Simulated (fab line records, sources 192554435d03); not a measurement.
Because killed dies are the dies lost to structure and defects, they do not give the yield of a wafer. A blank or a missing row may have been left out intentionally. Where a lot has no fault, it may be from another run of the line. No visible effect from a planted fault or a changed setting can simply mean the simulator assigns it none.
Chamber matching | flow n5 finfet | N5_DUMMY_GATE_ETCH_31 on rie diel-01 has 4 sister chambers
The step etches SiO2 in C4F6/O2, target depth 82.5 nm, time 27.5 s. 14 wafers are shown with their chamber, then 7 later ones without.

== WAFERS PAIRED WITH THEIR CHAMBERS ==
wafer  | chamber | showerhead plenum p Torr (Torr) | rf vpp V (V) | throttle valve pct (%)
L079.3 | 0       | 3.02                            | 661          | 21.23
L079.4 | 1       | 2.98                            | 685          | 20.73
L079.6 | 3       | 2.96                            | 661          | 21.04
L083.2 | 0       | 3.02                            | 660          | 21.23
L083.5 | 1       | 2.98                            | 685          | 20.73
L083.6 | 2       | 2.73                            | 650          | 20.95
L086.1 | 0       | 3.01                            | 662          | 21.25
L086.3 | 1       | 2.98                            | 686          | 20.75
L086.5 | 2       | 2.73                            | 652          | 20.97
L089.1 | 2       | 2.73                            | 651          | 20.98
L089.4 | 0       | 3.01                            | 663          | 21.27
L089.5 | 1       | 2.97                            | 686          | 20.75
L093.1 | 3       | 2.94                            | 660          | 21.09
L093.3 | 2       | 2.73                            | 649          | 20.98

SIGNATURES (averages over the wafers above)
reading                  | chamber 0 | chamber 1 | chamber 2 | chamber 3 | scatter within a chamber
showerhead plenum p Torr | 3.0150    | 2.9775    | 2.7300    | 2.9500    | 0.00612
rf vpp V                 | 661.50    | 685.50    | 650.50    | 660.50    | 1.07
throttle valve pct       | 21.2450   | 20.7400   | 20.9700   | 21.0650   | 0.0183
Rule: for a wafer and a chamber, the distance is found by dividing, reading by reading, the gap between the wafer's reading and the chamber's mean by the reading's scatter, squaring, summing and taking the root. The wafer belongs to the nearest chamber; if the next one is less than 2 further off, it can't be placed. The scatter is the square root of a quotient: the sum, over the shown wafers, of each reading's squared deviation from its chamber's mean, divided by wafers minus chambers.

== WAFERS WITHOUT THEIR CHAMBER ==
wafer  | showerhead plenum p Torr (Torr) | rf vpp V (V) | throttle valve pct (%)
L093.6 | 3.01                            | 661          | 21.29
L094.2 | 2.73                            | 649          | 21.00
L094.3 | 2.94                            | 661          | 21.10
L094.5 | 2.97                            | 688          | 20.77
L095.1 | 2.94                            | 659          | 21.09
L095.3 | 3.01                            | 661          | 21.30
L095.4 | 2.97                            | 686          | 20.78

== THE CHAMBER EACH PASSED THROUGH ==
wafer  | from the rows above | in truth
L093.6 | 0                   | 0
L094.2 | 2                   | 2
L094.3 | 3                   | 3
L094.5 | 1                   | 1
L095.1 | 3                   | 3
L095.3 | 0                   | 0
L095.4 | 1                   | 1
Correct placement for 7 of the 7. Left unplaced by these rows: 0. Number placed wrongly: 0.
